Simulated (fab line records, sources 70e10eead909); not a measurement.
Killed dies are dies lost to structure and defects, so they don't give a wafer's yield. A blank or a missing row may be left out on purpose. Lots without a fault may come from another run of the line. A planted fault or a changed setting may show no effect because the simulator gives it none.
A struck lot beside a sound one | flow nand_harc | 15 steps out of a route of 1159
Sound: wafers L583.1, L583.2, L583.5. Struck: wafer L588.3. (L588.5, L588.6 of the same lot were not struck and are left out.) The cause comes at the end.
At each step with rows: each side's tool, then ch and its chambers, then its first start. Under that, the readings that differ: sound wafers | struck wafers | difference of the means | sigmas: that difference in standard deviations of wafers without a fault.
alike: readings whose means differ by less than 2 such deviations, and words and numbers that are the same on both sides. not compared: withheld readings, readings that some wafer has no value for, bounds like >300 that may hide the same value, and numbers for which the record gives no deviation and whose values overlap.
The two part at a step that has a row with sigmas, a row that says differs or no value, or rows on one side only. Numbers that don't overlap but have no deviation are shown without sigmas and don't part them. A reading that every wafer of one side lacks parts them only if that side has two wafers or more.

first, 4 steps without rows for these wafers: NHARC_P_BONDPAD_EBR_05; NHARC_P_BONDPAD_EXPOSE_06 (exposes mask P BPAD); NHARC_P_BONDPAD_PEB_07 (peb time 80 s); NHARC_P_BONDPAD_DEVELOP_08 (time 50 s).
NHARC_P_BONDPAD_CD_MEAS_09: target cd 500 nm.
  sound on cd_sem-01 ch 0, day 6 19:10; struck on cd_sem-01 ch 0, day 8 01:53
  alike: cd_nm
NHARC_P_BONDPAD_OVL_MEAS_38:
  sound on overlay-02, day 6 19:15; struck on overlay-01, day 8 01:58
  reading           | sound    | struck | difference | sigmas
  overlay_y_nm (nm) | 13 13 13 | -12    | -25        | -4
  alike: overlay_x_nm
then, 1 step without rows for these wafers: NHARC_P_BONDPAD_HARDBAKE_10 (time 65 s).
NHARC_P_BONDPAD_DESCUM_11: chemistry O2, time 3 s.
  sound on rie_diel-09 ch 1,3, day 6 19:23; struck on rie_diel-07 ch 0, day 8 02:07
  alike: drypump_motor_current_A, oes_product_au, rf_vpp_V, showerhead_plenum_p_Torr, throttle_valve_pct
  not compared: rf_hours_counter_h
NHARC_P_BONDPAD_ETCH_37: etches the open film in N2/H2, target depth 60 nm, overetch 18 nm, time 65.91 s.
  sound on rie_diel-09 ch 2,3, day 6 19:28; struck on rie_diel-07 ch 3, day 8 02:12
  reading                     | sound             | struck | difference | sigmas
  drypump_motor_current_A (A) | 5.7 4.8 4.8       | 6.3    | +1.2       | +3
  rf_vpp_V (V)                | 431.1 433.3 432.3 | 427.6  | -4.6       | -2
  alike: oes_product_au, run_length_s, showerhead_plenum_p_Torr, throttle_valve_pct
  not compared: rf_hours_counter_h
NHARC_P_BONDPAD_ETCH_12: etches the open film in CHF3/O2, target depth 200 nm, time 100 s.
  sound on rie_diel-09 ch 2,3; struck on rie_diel-07 ch 2
  reading               | sound             | struck | difference | sigmas
  oes_product_au (a.u.) | 0.922 0.917 0.924 | 0.978  | +0.057     | +2
  alike: chf3_flow_sccm, drypump_motor_current_A, rf_vpp_V, run_length_s, showerhead_plenum_p_Torr, throttle_valve_pct
  not compared: rf_hours_counter_h
NHARC_P_BONDPAD_CD_MEAS_13:
  sound on cd_sem-03, day 6 19:41; struck on cd_sem-01, day 8 02:25
  alike: cd_nm
NHARC_P_BONDPAD_STRIP_15: strips in O2.
  sound on rie_diel-07 ch 1,2, day 6 19:46; struck on rie_diel-07 ch 1, day 8 02:31
  reading                | sound                | struck | difference | sigmas
  throttle_valve_pct (%) | 17.042 17.052 17.031 | 17.021 | -0.021     | -2
  alike: drypump_motor_current_A, oes_product_au, rf_vpp_V, showerhead_plenum_p_Torr
  not compared: rf_hours_counter_h
NHARC_P_BONDPAD_ETCH_24: etches the open film in CF4/N2, target depth 30 nm, time 72.99 s.
  sound on rie_diel-07 ch 1,2,3, day 6 19:55; struck on rie_diel-07 ch 0, day 8 02:40
  reading          | sound          | struck | difference | sigmas
  run_length_s (s) | 94.3 94.9 94.7 | 74.3   | -20.3      | -41
  alike: drypump_motor_current_A, oes_product_au, rf_vpp_V, showerhead_plenum_p_Torr, throttle_valve_pct
  not compared: rf_hours_counter_h
then, 1 step without rows for these wafers: NHARC_P_BONDPAD_STRIP_16 (strips in post etch residue remover, time 600 s).
-- the record jumps here: 14 days lie between the struck wafers' starts before and after (it left off in module P_BONDPAD and takes up again in module END, whose first step shown is number 1159 of the route) --
NHARC_END_SORT_01:
  the record has rows for the struck wafers here (prober-02 ch 0, day 22 07:29) and none for the sound ones

WHERE THEY PART
First at NHARC_P_BONDPAD_OVL_MEAS_38; last, within this record, at NHARC_END_SORT_01.

WHY: what the simulator had put in
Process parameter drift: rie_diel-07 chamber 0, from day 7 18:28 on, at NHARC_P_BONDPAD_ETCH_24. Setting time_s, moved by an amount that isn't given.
